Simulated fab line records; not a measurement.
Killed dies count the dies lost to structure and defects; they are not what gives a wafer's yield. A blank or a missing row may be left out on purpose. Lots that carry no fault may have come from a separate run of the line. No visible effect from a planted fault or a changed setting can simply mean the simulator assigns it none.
A lot that was struck, set against a sound lot + flow n5-finfet + 16 out of 1938 route steps
Sound: these wafers, L570.1, L570.4, L570.6. Struck: wafer L560.5 (left out: L560.6, a lot-mate that was not struck); the cause follows at the end.
Order at every step that has rows: each side's tool, ch and its chambers, its first start. Under that, the readings that differ: sound wafers + struck wafers + difference of the means + sigmas: that difference in standard deviations of wafers without a fault.
alike: words and numbers the same on both sides, and readings whose means are apart by under 2 such deviations; not compared: readings that were withheld, readings missing a value for some wafer, numbers with overlapping values and no deviation given by the record, and bounds like >300 which may hide the same value.
A row with sigmas, a row that says differs or no value, or rows on one side alone: a step with any of these is where the two part. Numbers that don't overlap but have no deviation are shown without sigmas and don't part them. Lack of a reading on every wafer of one side parts them only where that side has two or more wafers.

first, 6 steps without rows for these wafers: N5_MOL_CONTACT_COAG_COAT_78 (resist thk 40 nm); N5_MOL_CONTACT_COAG_EBR_80; N5_MOL_CONTACT_COAG_SOFTBAKE_79 (time 60 s); N5_MOL_CONTACT_COAG_EXPOSE_81 (exposes mask VG, defocus 0 nm); N5_MOL_CONTACT_COAG_PEB_82 (peb time 60 s); N5_MOL_CONTACT_COAG_DEVELOP_83 (develop time 30 s).
N5_MOL_CONTACT_COAG_CD_MEAS_84 targets a cd of 25.1 nm.
  sound on cd-sem-02 ch 0, day 9 22:28; struck on cd-sem-03 ch 0, day 7 02:07
  alike: cd-nm
N5_MOL_CONTACT_COAG_OVL_MEAS_85:
  sound on overlay-02 ch 0, day 9 22:29; struck on overlay-01 ch 0, day 7 02:10
  alike: VG_OVL
N5_MOL_CONTACT_COAG_INSPECT_57: inspects for defects (brightfield).
  struck on defect-inspect-01, day 7 02:13; sound on defect-inspect-02, day 9 22:33
  alike: raw-defect-count
N5_MOL_CONTACT_COAG_DESCUM_88: chemistry O2, time 7 s.
  sound on rie-diel-05 ch 0,1,2, day 9 22:35; struck on rie-diel-03 ch 3, day 7 02:16
  alike: drypump-motor-current-A, oes-product-au, rf-vpp-V, showerhead-plenum-p-Torr, throttle-valve-pct
  not compared: rf-hours-counter-h
N5_MOL_CONTACT_COAG_ETCH_89: etches underlayer in N2/H2, target depth 13 nm, time 10.4 s.
  sound on rie-diel-05 ch 0,1,2, day 9 22:37; struck on rie-diel-03 ch 3, day 7 02:17
  alike: drypump-motor-current-A, etch-rf-on-time-s, oes-product-au, rf-vpp-V, showerhead-plenum-p-Torr, throttle-valve-pct
  not compared: rf-hours-counter-h
N5_MOL_CONTACT_COAG_ETCH_90: etches SiARC in CF4, target depth 13 nm, time 21.7 s.
  sound on rie-diel-05 ch 0,1,2, day 9 22:38; struck on rie-diel-03 ch 3, day 7 02:19
  alike: cf4-flow-sccm, drypump-motor-current-A, etch-rf-on-time-s, mfc-ar-sccm, oes-product-au, rf-vpp-V, showerhead-plenum-p-Torr, throttle-valve-pct
  not compared: rf-hours-counter-h
N5_MOL_CONTACT_COAG_ALD_131: deposits SiO2, target thk 5 nm, pulse time 1 s, co reactant pulse time 1 s.
  sound on ald-sin-04 ch 2,3, day 9 22:43; struck on ald-sin-01 ch 1, day 7 02:32
| reading                                            | sound    | struck | difference | sigmas |
|----------------------------------------------------|----------|--------|------------|--------|
| ald-cycles                                         | 35 35 35 | 39     | +4         |        |
| model.SiO2_of_MOL_CONTACT_COAG_ALD_131.thk-nm (nm) | 5 5 5    | 5.6    | +0.6       |        |
  alike: heater-power-outer-w, heater-power-w, precursor-pulse-height-rel, susceptor-temp-C
N5_MOL_CONTACT_COAG_ETCHBACK_132: etches SiO2 in CHF3, target depth 10 nm, time 6.7 s.
  sound on rie-diel-04 ch 1,3, day 9 22:55; struck on rie-diel-04 ch 2, day 7 02:44
| reading                         | sound          | struck | difference | sigmas |
|---------------------------------|----------------|--------|------------|--------|
| drypump-motor-current-A (A)     | 6.2 6.3 6.2    | 4.9    | -1.3       | -2     |
| showerhead-plenum-p-Torr (Torr) | 2.47 2.45 2.47 | 2.27   | -0.19      | -3     |
  alike: mfc-ar-sccm, oes-product-au, rf-vpp-V, throttle-valve-pct
  not compared: rf-hours-counter-h
-- record jumps: 4 days separate the struck wafers' starts on either side; left off in module MOL_CONTACT_COAG, taken up again in module BEOL_M4, whose first shown step is the route's number 1111 --
N5_BEOL_M4_RC_MEAS_101:
  sound on prober-02 ch 0, day 13 18:23; struck on prober-02 ch 0, day 11 02:50
| reading       | sound          | struck | difference | sigmas |
|---------------|----------------|--------|------------|--------|
| SS_N (mV/dec) | 72.0 70.5 70.4 | 72.4   | +1.4       | +2     |
  alike: DIBL_N, DIBL_P, IOFF_N, IOFF_P, ION_N, ION_P, SS_P, VT_N, VT_P
next, for these wafers, 1 step has no rows: N5_PASSIVATION_PROBE_49.

== WHERE THEY PART ==
First at N5_MOL_CONTACT_COAG_ETCHBACK_132; last, within this record, at N5_BEOL_M4_RC_MEAS_101.

WHY: what had been put in by the simulator
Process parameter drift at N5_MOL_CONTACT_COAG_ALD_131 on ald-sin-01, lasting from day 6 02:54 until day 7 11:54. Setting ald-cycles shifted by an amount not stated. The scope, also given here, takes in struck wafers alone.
